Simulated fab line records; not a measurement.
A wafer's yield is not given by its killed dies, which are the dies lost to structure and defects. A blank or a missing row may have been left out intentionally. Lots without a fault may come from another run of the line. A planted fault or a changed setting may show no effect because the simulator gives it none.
Comparing a struck lot with a sound one | flow n5 finfet | 16 steps out of a route of 1938
Sound: these wafers, L931.1, L931.2, L931.6. Struck: wafers L944.3, L944.5. (L944.6 of the same lot was not struck and is left out.) The cause comes at the end.
At each step with rows: each side's tool, then ch and its chambers, then its first start. Under that, the readings that differ: sound wafers | struck wafers | difference of the means | sigmas: that difference in standard deviations of wafers without a fault.
alike: readings whose means differ by less than 2 such deviations, and words and numbers that are the same on both sides. not compared: withheld readings, readings that some wafer has no value for, bounds like >300 that may hide the same value, and numbers for which the record gives no deviation and whose values overlap.
Wherever a step has rows on one side only, a row that says differs or no value, or a row with sigmas, the two part there. Numbers that don't overlap but have no deviation are shown without sigmas and don't part them. A reading missing from all wafers of one side parts the sides only when that side holds two or more wafers.

N5_BEOL_M1_ETCH_41: etches SiCN in CH3F/O2, target depth 31.9 nm, time 57.8 s.
  sound on rie diel-03 ch 1,2; struck on rie diel-03 ch 0,3
  alike: CH3F_flow_sccm, drypump motor current A, mfc ar sccm, oes product au, rf vpp V, showerhead plenum p Torr, throttle valve pct
  not compared: rf hours counter h
N5_BEOL_M1_STRIP_97: strips in N2/H2, time 10 s.
  sound on rie diel-03 ch 1,2; struck on rie diel-03 ch 0,3
  alike: drypump motor current A, oes product au, rf vpp V, showerhead plenum p Torr, throttle valve pct
  not compared: rf hours counter h
N5_BEOL_M1_OCD_MEAS_38:
  sound: ocd-01 at day 7 08:02; struck: ocd-02 at day 10 12:19
  alike: trench depth nm
then, 4 steps without rows for these wafers: N5_BEOL_M1_HM_STRIP_39 (strips TiN in peroxide tin strip, target depth 25 nm, time 158 s); N5_BEOL_M1_SRD_40 (time 30 s); N5_BEOL_M1_PRECLEAN_42 (cleans in residue remover, time 60 s); N5_BEOL_M1_SRD_43 (time 30 s).
N5_BEOL_M1_CD_MEAS_35: target cd 18 nm, target cd y 21 nm.
  sound: cd sem-02 at day 7 08:11; struck: cd sem-01 at day 10 12:28
  alike: cd nm
then, 1 step without rows for these wafers: N5_BEOL_M1_DEGAS_44 (time 60 s).
N5_BEOL_M1_PRE_CLEAN_45: time 30 s.
  sound: pvd sputter-01 at day 7 08:16; struck: pvd sputter-03 at day 10 14:22
  alike: heater power w, susceptor temp C
N5_BEOL_M1_ALD_84: deposits TaN, pulse time 2 s, purge time 3 s, co reactant purge time 2 s.
  sound on ald metal-01 ch 1,3, day 7 08:23; struck on ald metal-01 ch 1,2, day 10 14:25
  alike: heater power w, mfc carrier sccm, susceptor temp C
  not compared: since wet clean h
following that, these wafers have no rows for 1 step: N5_BEOL_M1_SURFACE_TREAT_85.
N5_BEOL_M1_CVD_47: deposits Co from CCTBA/H2, target thk 3 nm, time 223.8 s.
  sound on cvd co-01 ch 0,1,2, day 7 09:00; struck on cvd co-02 ch 1,2, day 10 14:48
  reading          | sound             | struck      | difference | sigmas
  run length s (s) | 247.4 246.1 247.3 | 253.8 254.1 | +7.0       | +12
  not compared: since wet clean h
N5_BEOL_M1_SPUTTER_48: material Cu, target thk 4.5 nm, time 8.29 s.
  sound: pvd sputter-03 at day 7 09:10; struck: pvd sputter-02 at day 10 14:58
  alike: chuck gas flow sccm, susceptor temp C, throttle valve pct
N5_BEOL_M4_RC_MEAS_101:
  sound on prober-01 ch 0, day 9 05:17; struck on prober-02 ch 0, day 12 04:02
  alike: DIBL_N, DIBL_P, IOFF_N, IOFF_P, ION_N, ION_P, SS_N, SS_P, VT_N, VT_P
-- a jump in the record: the struck wafers' starts before and after are 5 days apart (it breaks off in module BEOL_M4 and resumes in module PASSIVATION, where the first step shown is number 1936 of the route) --
N5_PASSIVATION_PROBE_49:
  sound: prober-01 at day 13 12:05; struck: prober-02 at day 17 10:15
  reading            | sound    | struck | difference | sigmas
  killed_at_M4_up    | 19 16 23 | 7 8    | -12        | -2
  killed at contacts | 7 7 6    | 15 22  | +12        | +2
  alike: defect limited yield, killed_at_M0_to_M3, killed at front end, killed at other, killed dies, killed on rim, killed open, killed short, sort_bin_5_function, sort_bin_6_memory, sort_bin_8_speed, sort n pass, sort yield pct

== WHERE THEY PART ==
At N5_BEOL_M1_CVD_47 first; at N5_PASSIVATION_PROBE_49 last (within this record only).

WHY: what had been put in by the simulator
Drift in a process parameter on cvd co-02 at N5_BEOL_M1_CVD_47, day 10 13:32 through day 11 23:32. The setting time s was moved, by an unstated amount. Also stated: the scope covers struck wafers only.
